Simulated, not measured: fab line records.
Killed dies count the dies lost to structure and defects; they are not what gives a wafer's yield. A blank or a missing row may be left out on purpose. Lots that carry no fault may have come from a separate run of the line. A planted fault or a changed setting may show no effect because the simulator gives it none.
Which of the tools did it? :: flow nand-harc :: 6 lots, 18 wafers sampled, at 1 step of a route of 1159

WHAT EACH GAUGE READ, for each wafer
NHARC_A_M0_CD_MEAS_16.
lot: L790
measured: day 17 15:17
on: cd-sem-01
cd-nm (nm): 79.6 80.8 80.1

lot: L797
measured: day 18 20:05
on: cd-sem-02
cd-nm (nm): 79.7 80.6 78.6

lot: L806
measured: day 21 00:52
on: cd-sem-01
cd-nm (nm): 80.2 80.5 81.0

lot: L809
measured: day 22 01:47
on: cd-sem-01
cd-nm (nm): 79.3 79.7 79.9

lot: L812
measured: day 23 04:08
on: cd-sem-02
cd-nm (nm): 79.1 79.7 80.0

lot: L813
measured: day 24 00:07
on: cd-sem-02
cd-nm (nm): 78.6 79.4 79.4

WHICH TOOL RAN EACH LOT (tool, then ch and the chambers of the sampled wafers, then the start)
No process step before these readings appears in the record.

THE ANSWER, worked out from the rows above alone
Rule: the usual values come from the lots themselves. Put in order of their means at a reading, lots are off if they are a third of the lots or fewer, leave a main group of 4 or more, and stand apart from it by a gap of 3 or more times the standard deviation of the main group's means; of several such gaps the widest counts. A main group whose means are all the same, to the digits that the tables above print for the reading, isn't used. A lot without any number at a reading at which 4 lots or more have one is off too. Where the step has rows for the other lots, those lots are counted as sound.
None of the lots is off at any reading shown; this tells nothing.

WHAT THE SIMULATOR HAD PUT IN
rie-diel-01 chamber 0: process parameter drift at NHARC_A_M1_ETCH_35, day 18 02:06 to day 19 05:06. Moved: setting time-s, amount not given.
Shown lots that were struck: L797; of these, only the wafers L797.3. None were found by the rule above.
